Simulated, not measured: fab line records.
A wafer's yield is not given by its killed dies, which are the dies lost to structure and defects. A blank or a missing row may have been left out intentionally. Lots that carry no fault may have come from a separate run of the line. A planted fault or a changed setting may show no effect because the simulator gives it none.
Matching of chambers | flow n5-finfet | N5_FIN_CUT_DESCUM_13 on rie-diel-06 has 4 sister chambers
The step chemistry O2, time 7 s. 4 wafers are shown with their chamber, then 7 later ones without.

## WAFERS, EACH WITH ITS CHAMBER
wafer  | chamber | throttle-valve-pct (%)
L079.4 | 2       | 20.22
L082.1 | 3       | 20.69
L084.1 | 0       | 20.10
L084.2 | 1       | 20.46

## WAFERS WHOSE CHAMBER IS MISSING
wafer  | throttle-valve-pct (%)
L084.6 | 20.11
L088.2 | 20.46
L088.3 | 20.72
L088.5 | 20.46
L090.1 | 20.12
L090.4 | 20.46
L090.5 | 20.27

## WHICH CHAMBER EACH WENT THROUGH
wafer  | from the rows above | in truth
L084.6 | 0                   | 0
L088.2 | 1                   | 1
L088.3 | 3                   | 3
L088.5 | 1                   | 1
L090.1 | 0                   | 0
L090.4 | 1                   | 1
L090.5 | 2                   | 2
Correct placement for 7 of the 7. Can't be placed from these rows: 0. 0 placed wrongly.
How it was worked out, from the rows above alone: a wafer's distance from a chamber is the root of the sum, over the readings, of the square of ((its reading less the chamber's mean) divided by the reading's scatter). The wafer belongs to the nearest chamber; if the next one is less than 2 further off, it can't be placed. Each chamber's mean is taken over the wafers shown for it. The scatter (one wafer shown for each chamber): square how far every hidden wafer sits from the nearest shown wafer, average those squares and take the square root.
